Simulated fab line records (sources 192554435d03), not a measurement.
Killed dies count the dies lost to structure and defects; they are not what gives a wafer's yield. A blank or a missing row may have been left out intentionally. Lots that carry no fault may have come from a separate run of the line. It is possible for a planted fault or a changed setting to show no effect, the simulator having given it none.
Matching of chambers    flow n5 finfet    N5_SD_EPI_N_LINER_46 on ald sin-02: 4 sister chambers
The step material SiNx, target thk 3 nm. 18 wafers are shown with their chamber, then 9 later ones without.

== WAFERS, EACH WITH ITS CHAMBER ==
wafer   chamber  heater power w (W)
L077.4  2        805
L077.5  0        836
L077.6  1        811
L079.1  3        962
L079.2  2        841
L079.3  0        852
L079.4  1        825
L079.5  3        942
L079.6  2        814
L082.2  2        829
L082.4  0        859
L082.5  1        755
L084.1  3        1003
L084.3  2        805
L084.4  1        748
L089.1  1        763
L089.2  3        1016
L089.6  1        768

SIGNATURES (means of the wafers above)
reading         chamber 0  chamber 1  chamber 2  chamber 3  scatter within a chamber
heater power w  849.00     778.33     818.80     980.75     26.6
Rule: a wafer lies at a distance from a chamber equal to the root of the sum of squares, over the readings, of (its reading less the chamber's mean, divided by the reading's scatter). The wafer belongs to the nearest chamber; if the next one is less than 2 further off, it can't be placed. How the scatter is found: for the shown wafers, subtract from each reading the mean of its chamber, square and add these, divide the total by (wafers less chambers), then take the root.

== WAFERS WITH NO CHAMBER GIVEN ==
wafer   heater power w (W)
L094.2  753
L094.3  1002
L094.5  818
L095.1  831
L095.4  770
L095.5  736
L096.1  993
L096.4  753
L096.6  823

== CHAMBER TAKEN BY EACH ==
wafer   from the rows above           in truth
L094.2  can't be placed: 1 or 2       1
L094.3  3                             3
L094.5  can't be placed: 2 or 0 or 1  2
L095.1  can't be placed: 2 or 0 or 1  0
L095.4  can't be placed: 1 or 2       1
L095.5  can't be placed: 1 or 2       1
L096.1  3                             3
L096.4  can't be placed: 1 or 2       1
L096.6  can't be placed: 2 or 0 or 1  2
Correct placement for 2 of the 9. Cannot be placed on the basis of these rows: 7; the candidates contain the true chamber in 7. Number placed wrongly: 0.
